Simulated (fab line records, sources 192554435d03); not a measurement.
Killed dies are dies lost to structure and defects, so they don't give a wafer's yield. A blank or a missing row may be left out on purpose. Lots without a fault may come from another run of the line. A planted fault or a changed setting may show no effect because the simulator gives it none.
fab line records | flow n5_finfet
record lots=5 wafers=15 last_day=18
route steps=1938 shown BEOL_M1@811 BEOL_M2@841
lots that met no fault: from a run of the same line without faults
start_h: hours from the record's first day to the start of the lot's first wafer shown | wait_h: hours since the lot's step before | " the same as in the row above | L1.1+2: a row that stands for several wafers | - no value, or no start given | * or withheld: withheld | < > ~ a bound
route shown NAME@n: a module of which the file shows steps, and the number in the route of the first | usual: mean/standard deviation of fault-free wafers | same: alike in all rows | chamber/n: place in a boat | sites: the reading at each site | _std_site: their standard deviation | _edge_site: outer sites' mean less inner sites' | radius_mm: how far each site lies from the wafer's centre | mask NAME#n: copy n | behind: the tool/chamber that last shaped the wafer | hold: why the lot was held/for how many hours/how that ended | device: the transistor (n, p or np) that didn't switch | end of line: the same wafers' tests at the end of the route | a step without rows: its recipe alone | killed: dies lost to structure and defects at the first sort, not the wafer's yield | map: a wafer's dies, x killed, . not, _ none there
set.NAME: the setting as run; set.NAME@STEP: as run at that earlier step | model.NAME: the simulator's own value behind a step, which no gauge read
lots at some steps of the route; a table a step, a row a wafer
services: from which hour (start_h, from the record's first day; less than 0 if before it) a tool's chamber was out of use, for how many hours, and why
## steps
# step N5_BEOL_M1_ALD_84
# recipe material=TaN target_thk_a=* temp_c=275 ald_precursor_family=PDMAT ald_co_reactant=NH3 pressure_torr=3 carrier_flow_sccm=1500 pulse_time_s=2 purge_time_s=3 co_reactant_purge_time_s=2 co_reactant_pulse_time_s=3 ald_cycles=30 precursor_vessel_temp_c=75 precursor_vessel_pressure_torr=26.25 precursor_vessel_carrier_sccm=1000
# usual heater_power_w=433/26 precursor_vessel_carrier_sccm=999.6/2.7
# columns lot.wafer tool chamber start_h wait_h heater_power_w precursor_vessel_carrier_sccm
L078.1 ald_metal-03 3 154.28 0.0 361 999.6
L078.2 " 0 " " 400 996.2
L078.5 " 1 " " 410 996.9
L088.2 ald_metal-03 2 216.90 0.1 446 1003.5
L088.3 " 0 " " 400 999.0
L088.4 " 1 " " 409 997.6
L091.4 ald_metal-03 2 243.23 0.0 445 995.5
L091.5 " 1 " " 395 997.2
L091.6 " 2 " " 446 999.9
L094.2 ald_metal-02 1 248.09 0.0 427 1000.0
L094.3 " 2 " " 462 1001.1
L094.4 " 0 " " 421 996.6
L097.1 ald_metal-02 0 263.79 0.0 423 1004.1
L097.4 " 3 " " 453 1001.9
L097.6 " 0 " " 413 1002.8
# step N5_BEOL_M1_SURFACE_TREAT_85
# recipe gas=Ar time_s=* ion_energy_ev=* ion_current_ma_cm2=0.5 pressure_mtorr=* ar_flow_sccm=30
# usual throttle_valve_pct=*
# same time_s=*
# columns lot.wafer tool chamber start_h wait_h throttle_valve_pct
L078.1 pvd_sputter-01 - 154.62 0.2 *
L078.2 " - " " *
L078.5 " - " " *
L088.2 pvd_sputter-01 - 217.24 0.2 *
L088.3 " - " " *
L088.4 " - " " *
L091.4 pvd_sputter-02 - 243.46 0.1 *
L091.5 " - " " *
L091.6 " - " " *
L094.2 pvd_sputter-02 - 248.38 0.2 *
L094.3 " - " " *
L094.4 " - " " *
L097.1 pvd_sputter-03 - 265.49 1.6 *
L097.4 " - " " *
L097.6 " - " " *
# step N5_BEOL_M1_CVD_47
# recipe material=Co target_thk_a=30 temp_c=withheld precursor=CCTBA/H2 pressure_torr=30 time_s=223.8
# same time_s=223.8
# columns lot.wafer tool chamber start_h wait_h
L078.1+2+5 cvd_co-02 0,1,0 154.80 0.1
L088.2+3+4 cvd_co-02 0,2,0 217.30 0.0
L091.4+5+6 cvd_co-01 2,0,1 243.59 0.1
L094.2+3+4 cvd_co-02 0,1,1 248.44 0.0
L097.1+4+6 cvd_co-01 0,1,2 265.56 0.0
# step N5_BEOL_M1_SPUTTER_48
# recipe material=Cu target_thk_a=45 temp_c=-20 chamber_pressure_pa=0.07 power_w=withheld time_s=8.29
# usual chuck_gas_flow_sccm=1.26/0.048 throttle_valve_pct=30.1/0.73
# same time_s=8.29
# columns lot.wafer tool chamber start_h wait_h chuck_gas_flow_sccm throttle_valve_pct
L078.1 pvd_sputter-01 - 155.26 0.4 1.23 29.2
L078.2 " - " " 1.31 30.6
L078.5 " - " " 1.30 29.0
L088.2 pvd_sputter-02 - 217.70 0.3 1.25 29.9
L088.3 " - " " 1.38 29.8
L088.4 " - " " 1.31 29.9
L091.4 pvd_sputter-02 - 243.76 0.1 1.22 30.4
L091.5 " - " " 1.23 29.8
L091.6 " - " " 1.27 30.2
L094.2 pvd_sputter-02 - 248.60 0.1 1.23 29.2
L094.3 " - " " 1.20 29.8
L094.4 " - " " 1.31 30.1
L097.1 pvd_sputter-02 - 265.75 0.1 1.33 30.1
L097.4 " - " " 1.30 30.6
L097.6 " - " " 1.36 30.4
# step N5_BEOL_M1_ANNEAL_49
# recipe temp_c=400 time_s=240 ambient=vacuum
# usual heater_power_w=799/67
# same time_s=240
# columns lot.wafer tool chamber start_h wait_h heater_power_w
L078.1 pvd_sputter-01 - 155.42 0.1 753
L078.2 " - " " 819
L078.5 " - " " 725
L088.2 pvd_sputter-02 - 217.78 0.0 790
L088.3 " - " " 733
L088.4 " - " " 936
L091.4 pvd_sputter-02 - 243.84 0.0 775
L091.5 " - " " 702
L091.6 " - " " 762
L094.2 pvd_sputter-02 - 248.68 0.0 713
L094.3 " - " " 769
L094.4 " - " " 910
L097.1 pvd_sputter-02 - 265.83 0.0 952
L097.4 " - " " 764
L097.6 " - " " 756
# step N5_BEOL_M1_SPUTTER_79
# recipe material=Cu target_thk_a=45 temp_c=-20 chamber_pressure_pa=0.07 power_w=withheld time_s=8.29
# usual chuck_gas_flow_sccm=1.26/0.052 throttle_valve_pct=30.1/0.71
# same time_s=8.29
# columns lot.wafer tool chamber start_h wait_h chuck_gas_flow_sccm throttle_valve_pct
L078.1 pvd_sputter-01 - 155.70 0.1 1.34 28.9
L078.2 " - " " 1.21 30.5
L078.5 " - " " 1.27 28.9
L088.2 pvd_sputter-02 - 217.92 0.1 1.23 29.7
L088.3 " - " " 1.22 29.7
L088.4 " - " " 1.25 30.1
L091.4 pvd_sputter-02 - 243.98 0.1 1.21 30.4
L091.5 " - " " 1.27 29.6
L091.6 " - " " 1.25 30.4
L094.2 pvd_sputter-02 - 248.82 0.1 1.27 29.8
L094.3 " - " " 1.19 29.7
L094.4 " - " " 1.17 30.2
L097.1 pvd_sputter-02 - 265.97 0.1 1.32 30.0
L097.4 " - " " 1.30 30.6
L097.6 " - " " 1.21 30.5
# step N5_BEOL_M1_ANNEAL_80
# recipe temp_c=400 time_s=240 ambient=vacuum
# usual heater_power_w=799/65
# same time_s=240
# columns lot.wafer tool chamber start_h wait_h heater_power_w
L078.1 pvd_sputter-01 - 155.86 0.1 749
L078.2 " - " " 820
L078.5 " - " " 749
L088.2 pvd_sputter-02 - 218.00 0.0 765
L088.3 " - " " 704
L088.4 " - " " 908
L091.4 pvd_sputter-02 - 244.06 0.0 757
L091.5 " - " " 704
L091.6 " - " " 776
L094.2 pvd_sputter-02 - 248.90 0.0 699
L094.3 " - " " 763
L094.4 " - " " 926
L097.1 pvd_sputter-02 - 266.05 0.0 948
L097.4 " - " " 773
L097.6 " - " " 778
# step N5_BEOL_M1_SPUTTER_81
# recipe material=Cu target_thk_a=45 temp_c=-20 chamber_pressure_pa=0.07 power_w=withheld time_s=8.29
# usual chuck_gas_flow_sccm=1.26/0.052 throttle_valve_pct=30.1/0.74
# same time_s=8.29
# columns lot.wafer tool chamber start_h wait_h chuck_gas_flow_sccm throttle_valve_pct
L078.1 pvd_sputter-01 - 156.14 0.1 1.32 29.0
L078.2 " - " " 1.28 30.7
L078.5 " - " " 1.28 29.0
L088.2 pvd_sputter-02 - 218.14 0.1 1.24 30.0
L088.3 " - " " 1.26 29.8
L088.4 " - " " 1.30 29.8
L091.4 pvd_sputter-02 - 244.20 0.1 1.27 30.6
L091.5 " - " " 1.20 29.8
L091.6 " - " " 1.30 30.5
L094.2 pvd_sputter-02 - 249.04 0.1 1.25 29.7
L094.3 " - " " 1.24 29.7
L094.4 " - " " 1.16 30.0
L097.1 pvd_sputter-02 - 266.19 0.1 1.32 29.9
L097.4 " - " " 1.26 30.6
L097.6 " - " " 1.21 30.3
# step N5_BEOL_M1_ANNEAL_82
# recipe temp_c=400 time_s=240 ambient=vacuum
# usual heater_power_w=799/66
# same time_s=240
# columns lot.wafer tool chamber start_h wait_h heater_power_w
L078.1 pvd_sputter-01 - 156.30 0.1 745
L078.2 " - " " 813
L078.5 " - " " 737
L088.2 pvd_sputter-02 - 218.22 0.0 790
L088.3 " - " " 717
L088.4 " - " " 921
L091.4 pvd_sputter-02 - 244.28 0.0 752
L091.5 " - " " 702
L091.6 " - " " 780
L094.2 pvd_sputter-02 - 249.12 0.0 720
L094.3 " - " " 791
L094.4 " - " " 933
L097.1 pvd_sputter-02 - 266.27 0.0 918
L097.4 " - " " 781
L097.6 " - " " 782
# step N5_BEOL_M1_SPUTTER_86
# recipe material=Cu target_thk_a=45 temp_c=-20 chamber_pressure_pa=0.07 power_w=withheld time_s=8.29
# usual chuck_gas_flow_sccm=1.27/0.049 throttle_valve_pct=30.0/0.72
# same time_s=8.29
# columns lot.wafer tool chamber start_h wait_h chuck_gas_flow_sccm throttle_valve_pct
L078.1 pvd_sputter-01 - 156.58 0.1 1.30 28.9
L078.2 " - " " 1.26 30.6
L078.5 " - " " 1.24 28.9
L088.2 pvd_sputter-02 - 218.36 0.1 1.29 29.5
L088.3 " - " " 1.30 29.5
L088.4 " - " " 1.25 30.1
L091.4 pvd_sputter-02 - 244.42 0.1 1.28 30.3
L091.5 " - " " 1.30 29.5
L091.6 " - " " 1.24 30.3
L094.2 pvd_sputter-02 - 249.26 0.1 1.35 29.7
L094.3 " - " " 1.30 29.8
L094.4 " - " " 1.19 30.2
L097.1 pvd_sputter-02 - 266.41 0.1 1.24 30.0
L097.4 " - " " 1.28 30.5
L097.6 " - " " 1.21 30.7
# step N5_BEOL_M1_ANNEAL_87
# recipe temp_c=400 time_s=240 ambient=vacuum
# usual heater_power_w=799/66
# same time_s=240
# columns lot.wafer tool chamber start_h wait_h heater_power_w
L078.1 pvd_sputter-01 - 156.74 0.1 730
L078.2 " - " " 815
L078.5 " - " " 736
L088.2 pvd_sputter-02 - 218.44 0.0 762
L088.3 " - " " 707
L088.4 " - " " 935
L091.4 pvd_sputter-02 - 244.50 0.0 782
L091.5 " - " " 703
L091.6 " - " " 771
L094.2 pvd_sputter-02 - 249.34 0.0 721
L094.3 " - " " 778
L094.4 " - " " 882
L097.1 pvd_sputter-02 - 266.49 0.0 942
L097.4 " - " " 765
L097.6 " - " " 772
# step N5_BEOL_M1_SPUTTER_88
# recipe material=Cu target_thk_a=45 temp_c=-20 chamber_pressure_pa=0.07 power_w=withheld time_s=8.29
# usual chuck_gas_flow_sccm=1.26/0.045 throttle_valve_pct=30.1/0.73
# same time_s=8.29
# columns lot.wafer tool chamber start_h wait_h chuck_gas_flow_sccm throttle_valve_pct
L078.1 pvd_sputter-01 - 157.02 0.1 1.44 28.9
L078.2 " - " " 1.28 30.6
L078.5 " - " " 1.26 29.1
L088.2 pvd_sputter-02 - 218.58 0.1 1.28 30.0
L088.3 " - " " 1.25 29.6
L088.4 " - " " 1.31 30.2
L091.4 pvd_sputter-02 - 244.64 0.1 1.32 30.4
L091.5 " - " " 1.28 30.0
L091.6 " - " " 1.26 30.5
L094.2 pvd_sputter-02 - 249.48 0.1 1.30 29.7
L094.3 " - " " 1.29 30.0
L094.4 " - " " 1.20 29.9
L097.1 pvd_sputter-02 - 266.63 0.1 1.16 30.1
L097.4 " - " " 1.27 30.3
L097.6 " - " " 1.35 30.5
# step N5_BEOL_M1_ANNEAL_89
# recipe temp_c=400 time_s=240 ambient=vacuum
# usual heater_power_w=800/68
# same time_s=240
# columns lot.wafer tool chamber start_h wait_h heater_power_w
L078.1 pvd_sputter-01 - 157.18 0.1 746
L078.2 " - " " 824
L078.5 " - " " 736
L088.2 pvd_sputter-02 - 218.66 0.0 777
L088.3 " - " " 723
L088.4 " - " " 938
L091.4 pvd_sputter-02 - 244.72 0.0 770
L091.5 " - " " 704
L091.6 " - " " 769
L094.2 pvd_sputter-02 - 249.56 0.0 708
L094.3 " - " " 799
L094.4 " - " " 918
L097.1 pvd_sputter-02 - 266.71 0.0 956
L097.4 " - " " 759
L097.6 " - " " 767
# step N5_BEOL_M1_SPUTTER_90
# recipe material=Cu target_thk_a=45 temp_c=-20 chamber_pressure_pa=0.07 power_w=withheld time_s=8.29
# usual chuck_gas_flow_sccm=1.26/0.051 throttle_valve_pct=30.1/0.73
# same time_s=8.29
# columns lot.wafer tool chamber start_h wait_h chuck_gas_flow_sccm throttle_valve_pct
L078.1 pvd_sputter-01 - 157.46 0.1 1.25 29.3
L078.2 " - " " 1.31 30.4
L078.5 " - " " 1.27 28.9
L088.2 pvd_sputter-02 - 218.80 0.1 1.22 29.7
L088.3 " - " " 1.29 30.0
L088.4 " - " " 1.30 29.9
L091.4 pvd_sputter-02 - 244.86 0.1 1.26 30.5
L091.5 " - " " 1.30 29.4
L091.6 " - " " 1.33 30.5
L094.2 pvd_sputter-02 - 249.70 0.1 1.36 29.9
L094.3 " - " " 1.27 29.9
L094.4 " - " " 1.25 30.0
L097.1 pvd_sputter-02 - 266.85 0.1 1.19 29.9
L097.4 " - " " 1.31 30.2
L097.6 " - " " 1.30 30.4
# step N5_BEOL_M1_ANNEAL_91
# recipe temp_c=400 time_s=240 ambient=vacuum
# usual heater_power_w=799/68
# same time_s=240
# columns lot.wafer tool chamber start_h wait_h heater_power_w
L078.1 pvd_sputter-01 - 157.62 0.1 748
L078.2 " - " " 792
L078.5 " - " " 753
L088.2 pvd_sputter-02 - 218.88 0.0 798
L088.3 " - " " 719
L088.4 " - " " 921
L091.4 pvd_sputter-02 - 244.94 0.0 759
L091.5 " - " " 691
L091.6 " - " " 773
L094.2 pvd_sputter-02 - 249.78 0.0 718
L094.3 " - " " 793
L094.4 " - " " 925
L097.1 pvd_sputter-02 - 266.93 0.0 941
L097.4 " - " " 784
L097.6 " - " " 765
# step N5_BEOL_M1_SPUTTER_92
# recipe material=Cu target_thk_a=45 temp_c=-20 chamber_pressure_pa=0.07 power_w=withheld time_s=8.29
# usual chuck_gas_flow_sccm=1.27/0.051 throttle_valve_pct=30.1/0.74
# same time_s=8.29
# columns lot.wafer tool chamber start_h wait_h chuck_gas_flow_sccm throttle_valve_pct
L078.1 pvd_sputter-01 - 157.90 0.1 1.33 29.4
L078.2 " - " " 1.33 30.6
L078.5 " - " " 1.26 29.1
L088.2 pvd_sputter-02 - 219.02 0.1 1.32 29.7
L088.3 " - " " 1.32 29.7
L088.4 " - " " 1.23 30.2
L091.4 pvd_sputter-02 - 245.08 0.1 1.32 30.4
L091.5 " - " " 1.32 29.8
L091.6 " - " " 1.26 30.4
L094.2 pvd_sputter-02 - 249.92 0.1 1.17 29.7
L094.3 " - " " 1.36 29.8
L094.4 " - " " 1.30 30.0
L097.1 pvd_sputter-02 - 267.07 0.1 1.25 30.2
L097.4 " - " " 1.20 30.5
L097.6 " - " " 1.17 30.6
# step N5_BEOL_M1_ANNEAL_93
# recipe temp_c=400 time_s=240 ambient=vacuum
# usual heater_power_w=800/67
# same time_s=240
# columns lot.wafer tool chamber start_h wait_h heater_power_w
L078.1 pvd_sputter-01 - 158.06 0.1 757
L078.2 " - " " 814
L078.5 " - " " 737
L088.2 pvd_sputter-02 - 219.10 0.0 788
L088.3 " - " " 720
L088.4 " - " " 904
L091.4 pvd_sputter-02 - 245.16 0.0 753
L091.5 " - " " 715
L091.6 " - " " 768
L094.2 pvd_sputter-02 - 250.00 0.0 704
L094.3 " - " " 789
L094.4 " - " " 936
L097.1 pvd_sputter-02 - 267.15 0.0 923
L097.4 " - " " 785
L097.6 " - " " 794
# step N5_BEOL_M1_SPUTTER_94
# recipe material=Cu target_thk_a=45 temp_c=-20 chamber_pressure_pa=0.07 power_w=withheld time_s=8.29
# usual chuck_gas_flow_sccm=1.26/0.059 throttle_valve_pct=30.1/0.72
# same time_s=8.29
# columns lot.wafer tool chamber start_h wait_h chuck_gas_flow_sccm throttle_valve_pct
L078.1 pvd_sputter-01 - 158.34 0.1 1.14 29.1
L078.2 " - " " 1.30 30.6
L078.5 " - " " 1.36 28.9
L088.2 pvd_sputter-02 - 219.24 0.1 1.24 29.6
L088.3 " - " " 1.36 29.7
L088.4 " - " " 1.32 30.1
L091.4 pvd_sputter-02 - 245.30 0.1 1.25 30.3
L091.5 " - " " 1.31 30.0
L091.6 " - " " 1.34 30.5
L094.2 pvd_sputter-02 - 250.14 0.1 1.23 30.1
L094.3 " - " " 1.25 29.8
L094.4 " - " " 1.21 29.8
L097.1 pvd_sputter-02 - 267.29 0.1 1.29 30.1
L097.4 " - " " 1.29 30.2
L097.6 " - " " 1.29 30.4
# step N5_BEOL_M1_ANNEAL_95
# recipe temp_c=400 time_s=240 ambient=vacuum
# usual heater_power_w=798/66
# same time_s=240
# columns lot.wafer tool chamber start_h wait_h heater_power_w
L078.1 pvd_sputter-01 - 158.50 0.1 746
L078.2 " - " " 838
L078.5 " - " " 759
L088.2 pvd_sputter-02 - 219.32 0.0 777
L088.3 " - " " 714
L088.4 " - " " 928
L091.4 pvd_sputter-02 - 245.38 0.0 768
L091.5 " - " " 708
L091.6 " - " " 773
L094.2 pvd_sputter-02 - 250.22 0.0 698
L094.3 " - " " 779
L094.4 " - " " 916
L097.1 pvd_sputter-02 - 267.37 0.0 897
L097.4 " - " " 778
L097.6 " - " " 766
# step N5_BEOL_M1_SPUTTER_96
# recipe material=Cu target_thk_a=45 temp_c=-20 chamber_pressure_pa=0.07 power_w=withheld time_s=8.29
# usual chuck_gas_flow_sccm=1.26/0.048 throttle_valve_pct=30.1/0.72
# same time_s=8.29
# columns lot.wafer tool chamber start_h wait_h chuck_gas_flow_sccm throttle_valve_pct
L078.1 pvd_sputter-01 - 158.78 0.1 1.25 29.1
L078.2 " - " " 1.24 30.6
L078.5 " - " " 1.21 28.9
L088.2 pvd_sputter-02 - 219.46 0.1 1.24 29.7
L088.3 " - " " 1.36 29.7
L088.4 " - " " 1.18 30.3
L091.4 pvd_sputter-02 - 245.52 0.1 1.25 30.6
L091.5 " - " " 1.33 29.7
L091.6 " - " " 1.31 30.4
L094.2 pvd_sputter-02 - 250.36 0.1 1.23 29.6
L094.3 " - " " 1.34 29.8
L094.4 " - " " 1.22 30.2
L097.1 pvd_sputter-02 - 267.51 0.1 1.27 29.9
L097.4 " - " " 1.36 30.1
L097.6 " - " " 1.26 30.4
# step N5_BEOL_M1_ECD_50
# recipe material=Cu target_thk_a=3000
# columns lot.wafer tool chamber start_h wait_h
L078.1+2+5 ecd_cu-02 0,1,0 158.98 0.1
L088.2+3+4 ecd_cu-02 1,0,1 219.58 0.1
L091.4+5+6 ecd_cu-02 0,1,0 245.66 0.1
L094.2+3+4 ecd_cu-01 1,0,1 250.48 0.1
L097.1+4+6 ecd_cu-02 0,1,1 267.63 0.1
# step N5_BEOL_M1_ANNEAL_51
# recipe temp_c=225 time_s=90 ambient=N2
# usual anneal_temp_c_max=225.82/0.23 wafer_temp_C_max=225.9/0.31
# same time_s=90
# columns lot.wafer tool chamber start_h wait_h anneal_temp_c_max wafer_temp_C_max
L078.1 rtp_anneal-02 0 161.85 2.9 225.72 226.3
L078.2 " 0 " " 225.90 226.3
L078.5 " 0 " " 225.68 226.4
L088.2 rtp_anneal-01 0 219.70 0.1 226.00 226.0
L088.3 " 0 " " 226.26 225.4
L088.4 " 0 " " 225.47 225.6
L091.4 rtp_anneal-02 0 245.85 0.2 225.76 225.7
L091.5 " 0 " " 225.71 226.0
L091.6 " 0 " " 225.54 225.6
L094.2 rtp_anneal-02 0 250.60 0.1 225.50 226.0
L094.3 " 0 " " 225.85 225.9
L094.4 " 0 " " 225.57 226.0
L097.1 rtp_anneal-01 0 267.71 0.1 225.76 225.8
L097.4 " 0 " " 225.99 226.0
L097.6 " 0 " " 225.93 225.9
# step N5_BEOL_M1_CMP_52
# recipe stop_on=SiOC t_overpolish_s=6.8 down_force_psi=1 platen_rpm=50 clearing_platen_down_force_psi=1.5 clearing_platen_rpm=50 post_cmp_clean=cu_alkaline target_thk_nm=40 clearing_platen_pad_velocity_m_s=0.99484 pad_velocity_m_s=0.99484
# usual barrier_field_endpoint_s=24.6/0.68 motor_current_A=6.0/0.73 overpolish_run_s=6.800/0.0085 time_to_endpoint_s=62/3.8
# columns lot.wafer tool chamber start_h wait_h barrier_field_endpoint_s motor_current_A overpolish_run_s time_to_endpoint_s
L078.2 cmp-02 3 162.15 0.2 24.3 5.5 6.813 60
L078.1 " 2 " " 25.2 5.8 6.800 62
L078.5 " 3 " " 24.1 5.3 6.805 54
L088.3 cmp-01 1 219.95 0.2 25.1 5.2 6.813 64
L088.4 " 2 " " 25.0 6.7 6.801 59
L088.2 " 0 " " 24.8 5.4 6.813 61
L091.4 cmp-02 1 246.38 0.5 25.1 7.4 6.787 61
L091.5 " 2 " " 25.5 5.8 6.800 61
L091.6 " 3 " " 24.7 5.4 6.811 58
L094.2 cmp-04 0 250.86 0.2 24.8 6.2 6.803 66
L094.3 " 1 " " 24.2 5.5 6.794 60
L094.4 " 2 " " 25.5 5.2 6.808 70
L097.1 cmp-04 0 268.08 0.3 25.3 6.4 6.805 64
L097.4 " 1 " " 23.9 5.8 6.802 57
L097.6 " 3 " " 23.3 6.7 6.818 54
# step N5_BEOL_M1_THK_MEAS_53
# recipe thk_meas_gauge=xrf reads=Cu_of_BEOL_M1_ECD_50
# usual M1_THK=39.1/1.7
# columns lot.wafer tool chamber start_h wait_h M1_THK[nm]
L078.1 film_metro-02 - 162.45 - 38.6
L078.2 " - " " 37.1
L078.5 " - " " 37.8
L088.2 film_metro-02 - 220.25 - 39.4
L088.3 " - " " 41.0
L088.4 " - " " 41.8
L091.4 film_metro-02 - 246.56 - 40.1
L091.5 " - " " 40.8
L091.6 " - " " 36.9
L094.2 film_metro-02 - 251.15 - 38.9
L094.3 " - " " 37.4
L094.4 " - " " 41.5
L097.1 film_metro-01 - 268.30 - 39.5
L097.4 " - " " 38.4
L097.6 " - " " 38.3
# step N5_BEOL_M1_PRE_CLEAN_60
# recipe gas=NH3/H2 time_s=15 temp_c=* rf_power_w=300
# usual heater_power_w=83/9.4
# same time_s=15
# columns lot.wafer tool chamber start_h wait_h heater_power_w
L078.1 cvd_co-02 1 162.48 0.0 63
L078.2 " 0 " " 86
L078.5 " 1 " " 63
L088.2 cvd_co-01 1 220.28 0.0 86
L088.3 " 0 " " 84
L088.4 " 1 " " 87
L091.4 cvd_co-01 1 246.61 0.1 85
L091.5 " 2 " " 91
L091.6 " 0 " " 84
L094.2 cvd_co-01 1 251.19 0.0 86
L094.3 " 0 " " 83
L094.4 " 1 " " 87
L097.1 cvd_co-02 2 268.33 0.0 89
L097.4 " 0 " " 86
L097.6 " 1 " " 63
# step N5_BEOL_M1_CO_CAP_55
# recipe material=Co target_thk_a=20 temp_c=200 precursor=CCTBA/H2 pressure_torr=30 time_s=102.1
# usual heater_power_w=233/12
# same time_s=102.1
# columns lot.wafer tool chamber start_h wait_h heater_power_w
L078.1 cvd_co-02 1 162.52 0.0 212
L078.2 " 0 " " 238
L078.5 " 1 " " 211
L088.2 cvd_co-01 1 220.32 0.0 237
L088.3 " 0 " " 228
L088.4 " 1 " " 238
L091.4 cvd_co-01 1 246.67 0.0 239
L091.5 " 2 " " 249
L091.6 " 0 " " 235
L094.2 cvd_co-01 1 251.23 0.0 235
L094.3 " 0 " " 237
L094.4 " 1 " " 233
L097.1 cvd_co-02 2 268.37 0.0 239
L097.4 " 0 " " 242
L097.6 " 1 " " 207
# step N5_BEOL_M1_PRE_CLEAN_56
# recipe gas=NH3 time_s=15 temp_c=withheld rf_power_w=300
# same time_s=15
# columns lot.wafer tool chamber start_h wait_h
L078.1+2+5 pecvd-03 2,1,2 162.62 0.1
L088.2+3+4 pecvd-02 1,0,1 220.42 0.1
L091.4+5+6 pecvd-04 1,2,0 246.74 0.0
L094.2+3+4 pecvd-04 2,0,1 251.33 0.1
L097.1+4+6 pecvd-03 2,0,2 268.48 0.1
# step N5_BEOL_M1_DEP_57
# recipe material=SiCN target_thk_a=80 temp_c=withheld precursor=3MS/NH3 pressure_torr=3 rf_w=202 time_s=14
# usual showerhead_plenum_p_Torr=3.664/0.016 throttle_valve_pct=9.1/0.48
# same time_s=14
# columns lot.wafer tool chamber start_h wait_h showerhead_plenum_p_Torr throttle_valve_pct
L078.1 pecvd-03 2 162.64 0.0 3.674 8.3
L078.2 " 1 " " 3.636 9.6
L078.5 " 2 " " 3.670 8.5
L088.2 pecvd-02 1 220.45 0.0 3.673 9.8
L088.3 " 0 " " 3.676 9.1
L088.4 " 1 " " 3.670 9.6
L091.4 pecvd-04 1 246.77 0.0 3.646 9.2
L091.5 " 2 " " 3.655 8.4
L091.6 " 0 " " 3.679 9.2
L094.2 pecvd-04 2 251.36 0.0 3.647 8.2
L094.3 " 0 " " 3.678 9.0
L094.4 " 1 " " 3.651 8.8
L097.1 pecvd-03 2 268.50 0.0 3.667 8.8
L097.4 " 0 " " 3.680 9.9
L097.6 " 2 " " 3.669 8.6
# step N5_BEOL_M1_RS_MEAS_58
# recipe thk_meas_gauge=four-point-probe reads=Co_of_BEOL_M1_CO_CAP_55+Cu_of_BEOL_M1_ECD_50+Co_of_BEOL_M1_CVD_47+TaN_of_BEOL_M1_ALD_84
# usual M1_RS=0.69/0.038
# columns lot.wafer tool chamber start_h wait_h M1_RS[ohm/sq]
L078.1 film_metro-02 - 162.71 0.0 0.70
L078.2 " - " " 0.74
L078.5 " - " " 0.72
L088.2 film_metro-02 - 220.54 0.1 0.68
L088.3 " - " " 0.65
L088.4 " - " " 0.63
L091.4 film_metro-01 - 246.82 0.0 0.67
L091.5 " - " " 0.65
L091.6 " - " " 0.74
L094.2 film_metro-02 - 251.42 0.1 0.69
L094.3 " - " " 0.72
L094.4 " - " " 0.63
L097.1 film_metro-02 - 268.57 0.0 0.68
L097.4 " - " " 0.70
L097.6 " - " " 0.71
# step N5_BEOL_M1_INSPECT_59
# recipe inspect_instrument=darkfield mode=post_dep
# usual raw_defect_count=77/22
# columns lot.wafer tool chamber start_h wait_h raw_defect_count
L078.1 defect_inspect-01 - 162.73 0.0 35
L078.2 " - " " 47
L078.5 " - " " 75
L088.2 defect_inspect-02 - 220.56 0.0 68
L088.3 " - " " 57
L088.4 " - " " 80
L091.4 defect_inspect-02 - 246.84 0.0 82
L091.5 " - " " 67
L091.6 " - " " 82
L094.2 defect_inspect-02 - 251.45 0.0 57
L094.3 " - " " 87
L094.4 " - " " 67
L097.1 defect_inspect-02 - 268.60 0.0 68
L097.4 " - " " 65
L097.6 " - " " 48
# step N5_BEOL_M2_ILD_DEP_00
# recipe material=SiOC target_thk_a=790 temp_c=350 precursor=DEMS/O2 pressure_torr=5 rf_w=500 time_s=15.3
# usual heater_power_w=547/110 showerhead_plenum_p_Torr=5.695/0.016 throttle_valve_pct=12.3/1
# same time_s=15.3
# columns lot.wafer tool chamber start_h wait_h heater_power_w showerhead_plenum_p_Torr throttle_valve_pct
L078.1 pecvd-01 2 162.77 0.0 484 5.695 11.6
L078.2 " 1 " " 509 5.702 11.6
L078.5 " 1 " " 502 5.699 11.6
L088.2 pecvd-04 2 220.60 0.0 411 5.686 11.1
L088.3 " 1 " " 548 5.672 12.0
L088.4 " 1 " " 557 5.692 11.9
L091.4 pecvd-03 0 246.90 0.1 590 5.706 12.8
L091.5 " 2 " " 463 5.700 11.4
L091.6 " 1 " " 565 5.671 12.5
L094.2 pecvd-03 0 251.49 0.0 657 5.722 12.9
L094.3 " 1 " " 642 5.676 12.2
L094.4 " 0 " " 515 5.720 12.8
L097.1 pecvd-01 0 268.63 0.0 693 5.708 14.4
L097.4 " 0 " " 681 5.693 14.1
L097.6 " 1 " " 488 5.686 11.7
# step N5_BEOL_M2_THK_MEAS_01
# recipe reads=SiOC_of_BEOL_M2_ILD_DEP_00
# usual M2_ILD_THK=79.1/1
# columns lot.wafer tool chamber start_h wait_h M2_ILD_THK[nm]
L078.1 film_metro-02 - 162.84 0.0 78.2
L078.2 " - " " 79.2
L078.5 " - " " 81.0
L088.2 film_metro-02 - 220.67 0.1 77.1
L088.3 " - " " 78.4
L088.4 " - " " 80.0
L091.4 film_metro-02 - 246.95 0.0 79.6
L091.5 " - " " 80.0
L091.6 " - " " 78.8
L094.2 film_metro-02 - 251.55 0.1 79.1
L094.3 " - " " 78.0
L094.4 " - " " 80.3
L097.1 film_metro-01 - 268.70 0.0 79.5
L097.4 " - " " 80.5
L097.6 " - " " 81.9
## services
# columns tool chamber start_h hours kind
pecvd-03 1 132.31 3.7 repair
pecvd-01 - 145.35 0.5 repair
pecvd-02 - 149.95 0.2 repair
pecvd-03 2 154.16 5.0 repair
cmp-04 - 154.17 0.5 repair
ecd_cu-01 - 156.35 1.9 repair
pecvd-01 - 157.26 0.6 repair
pecvd-02 - 163.60 0.6 repair
pecvd-02 - 181.91 2.8 pm
pecvd-04 0 188.12 5.5 scheduled_down
pecvd-01 2 192.46 2.1 scheduled_down
pecvd-04 2 193.58 2.1 scheduled_down
pecvd-02 2 202.38 - clean
pecvd-02 2 202.38 - consumable_replace:showerhead
cmp-02 - 212.68 4.0 pm
pecvd-03 1 214.97 2.1 scheduled_down
cmp-04 - 217.00 5.3 pm
ald_metal-02 3 222.47 1.6 repair
cmp-01 - 244.21 6.1 repair
ald_metal-02 1 248.98 6.2 repair
cvd_co-01 - 255.69 0.6 repair
pecvd-01 - 256.66 1.3 repair
cmp-04 - 265.21 0.9 repair
ecd_cu-01 - 267.14 8.7 pm
## key
fault none
